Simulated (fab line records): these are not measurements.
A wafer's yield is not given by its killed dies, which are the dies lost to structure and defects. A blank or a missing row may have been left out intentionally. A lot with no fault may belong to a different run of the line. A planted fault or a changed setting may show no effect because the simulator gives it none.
Lot-split experiment + flow n5 finfet + on a route of 1938 steps: 7 lots, 21 wafers read

== SPLIT DETAILS ==
At N5_BEOL_M1_DESCUM_33 (chemistry O2, time 7 s), the setting time s was moved away from the recipe's 7 s on 5 of the 21 wafers read, by -11.4% to -6.6%. This setting was run at the recipe's value on the other wafers.

== THE PATH FROM SPLIT TO READING: the file shows 1 step between them ==
- N5_BEOL_M1_ETCH_77: etches underlayer in N2/H2, target depth 6.5 nm, time 5.2 s

== THE READING ==
CAR-EUV_of_BEOL_M1_COAT_22.thk nm (the simulator's own value, which no gauge read), in nm, at N5_BEOL_M1_ETCH_69 (etches SiARC in CF4, target depth 15.6 nm, time 26 s). There is no usual value for it anywhere in the file. Across the 16 wafers here that went through the recipe, the average is 11.2 nm and the standard deviation 0.048 nm.

| wafer  | tool, chamber at the split | time s as run, s | against the recipe | CAR-EUV_of_BEOL_M1_COAT_22.thk nm, nm | against lot-mates on the recipe |
|--------|----------------------------|------------------|--------------------|---------------------------------------|---------------------------------|
| L074.1 | rie diel-03, 2,0           | 6.205            | -11.4%             | 11.6                                  | +0.6                            |
| L074.2 | rie diel-03, 2,0           | 6.205            | -11.4%             | 11.6                                  | +0.6                            |
| L074.3 | rie diel-03, 3             | 7                | recipe             | 11                                    | -                               |
| L077.3 | rie diel-04, 0,2,0         | 7                | recipe             | 11.2                                  | -                               |
| L077.4 | rie diel-04, 0,2,0         | 7                | recipe             | 11.2                                  | -                               |
| L077.5 | rie diel-04, 0,2,0         | 7                | recipe             | 11.2                                  | -                               |
| L078.2 | rie diel-03, 3,0,3         | 7                | recipe             | 11.2                                  | -                               |
| L078.4 | rie diel-03, 3,0,3         | 7                | recipe             | 11.2                                  | -                               |
| L078.5 | rie diel-03, 3,0,3         | 7                | recipe             | 11.2                                  | -                               |
| L081.3 | rie diel-04, 2,3           | 7                | recipe             | 11.2                                  | -                               |
| L081.5 | rie diel-04, 2,3           | 7                | recipe             | 11.2                                  | -                               |
| L081.4 | rie diel-04, 1             | 6.537            | -6.6%              | 11.4                                  | +0.2                            |
| L084.1 | rie diel-02, 3,2,0         | 7                | recipe             | 11.2                                  | -                               |
| L084.4 | rie diel-02, 3,2,0         | 7                | recipe             | 11.2                                  | -                               |
| L084.5 | rie diel-02, 3,2,0         | 7                | recipe             | 11.2                                  | -                               |
| L087.1 | rie diel-04, 2,0,1         | 7                | recipe             | 11.2                                  | -                               |
| L087.3 | rie diel-04, 2,0,1         | 7                | recipe             | 11.2                                  | -                               |
| L087.4 | rie diel-04, 2,0,1         | 7                | recipe             | 11.2                                  | -                               |
| L094.3 | rie diel-03, 1,2           | 6.21             | -11.3%             | 11.4                                  | +0.2                            |
| L094.4 | rie diel-03, 1,2           | 6.21             | -11.3%             | 11.6                                  | +0.4                            |
| L094.6 | rie diel-03, 2             | 7                | recipe             | 11.2                                  | -                               |
Rows listing several chambers each stand for several wafers; the file does not say which wafer went through which chamber.

THE FIT
A straight line over all 21 wafers: CAR-EUV_of_BEOL_M1_COAT_22.thk nm changes by -0.032 nm for each +1% of time s; r = -0.93; the points scatter about the line by 0.059 nm.
The same after taking each lot's own level away (the mean of its wafers on the recipe; 21 wafers): -0.0392 nm for each +1%; r = -0.92; scatter 0.077 nm.
On that fit, the largest move of time s shifts the reading by 0.45 nm.
From 11.00 to 11.20 nm: that is the span of the lots' own levels, equal to 4.1 times the standard deviation above.
In other words, the slope is changed by the lot-to-lot level; the two fits disagree.
Check: +0.396 nm against its lot-mates is what the line predicts for one of the wafers moved furthest among these (-11.4%) when that wafer is left out of the fit. Against them it came out at +0.6 nm.

== THE OTHER SPLITS THESE WAFERS WENT THROUGH ==
Note: prior to the reading, these wafers also went through further splits. Each is held against what the fit with the lots' levels taken away leaves over:
| other split on the same wafers            | wafers away from the commonest value | r with CAR-EUV_of_BEOL_M1_COAT_22.thk nm (lot level and that fit taken away) |
|-------------------------------------------|--------------------------------------|------------------------------------------------------------------------------|
| N5_MOL_CONTACT_COAG_COAT_64 spin rpm      | 7                                    | +0.00                                                                        |
| N5_BEOL_M0_SAQP_EXPOSE_11 dose mj         | 6                                    | +0.00                                                                        |
| N5_BEOL_M0_SAQP_DESCUM_19 time s          | 5                                    | -0.33                                                                        |
| N5_BEOL_M0_SAQP_SPACER1_ALD_98 ald cycles | 6                                    | -0.21                                                                        |
| N5_BEOL_M1_ETCH_64 source w               | 5                                    | -0.07                                                                        |

== THE WHOLE CHAIN: every reading that the file lists as answering this split, in the file's order ==
| step               | what it does                                                | reading                                                                            | change (the file's fit)                | r (the file's) |
|--------------------|-------------------------------------------------------------|------------------------------------------------------------------------------------|----------------------------------------|----------------|
| N5_BEOL_M1_ETCH_77 | etches underlayer in N2/H2, target depth 6.5 nm, time 5.2 s | CAR-EUV_of_BEOL_M1_COAT_22.thk nm (the simulator's own value, which no gauge read) | -0.0406 nm for each +1% of the setting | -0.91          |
| N5_BEOL_M1_ETCH_69 | etches SiARC in CF4, target depth 15.6 nm, time 26 s        | CAR-EUV_of_BEOL_M1_COAT_22.thk nm (the simulator's own value, which no gauge read) | -0.0384 nm for each +1% of the setting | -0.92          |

== THE FILE'S OWN FIT ==
CAR-EUV_of_BEOL_M1_COAT_22.thk nm changes by -0.0384 nm for each +1% of time s, r = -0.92.
